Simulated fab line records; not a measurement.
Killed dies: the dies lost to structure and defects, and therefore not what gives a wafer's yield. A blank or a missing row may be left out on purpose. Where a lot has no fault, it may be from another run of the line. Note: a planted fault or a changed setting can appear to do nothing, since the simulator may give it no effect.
Which tool is to blame?	flow n5 finfet	route of 1938 steps, sampled at 1 step: 12 lots, 36 wafers

## WHAT EACH GAUGE READ, for each wafer
N5_BEOL_M13_OVL_MEAS_11.
lot	measured	on	V12_OVL (nm)
L075	day 10 23:49	overlay-01	-1 -4 -1
L077	day 11 16:06	overlay-02	-12 0 -13
L079	day 12 06:54	overlay-02	4 5 -3
L082	day 12 19:43	overlay-02	6 3 5
L083	day 13 00:22	overlay-01	5 5 8
L084	day 13 19:50	overlay-02	7 3 2
L088	day 14 18:24	overlay-02	2 2 1
L089	day 14 21:12	overlay-01	-2 -5 -3
L090	day 15 02:53	overlay-01	9 -4 5
L093	day 15 19:21	overlay-02	-8 -7 2
L096	day 16 11:53	overlay-01	7 2 11
L097	day 16 18:50	overlay-02	-6 -4 -6

## EACH LOT AND THE TOOL THAT RAN IT (in order: tool; ch and the chambers of the sampled wafers; start)
Record: no process step prior to these readings.

## THE ANSWER, worked out from the rows above alone
Rule: the lots themselves supply what counts as usual. Put in order of their means at a reading, lots are off if they are a third of the lots or fewer, leave a main group of 4 or more, and stand apart from it by a gap of 3 or more times the standard deviation of the main group's means; of several such gaps the widest counts. A main group whose means are all the same, to the digits that the tables above print for the reading, isn't used. Also off: a lot with no number at a reading for which 4 or more lots have one. The other lots that the step has rows for count as sound.
Nothing can be told from this: no lot is off at any reading shown.

## WHAT WAS PUT IN BY THE SIMULATOR
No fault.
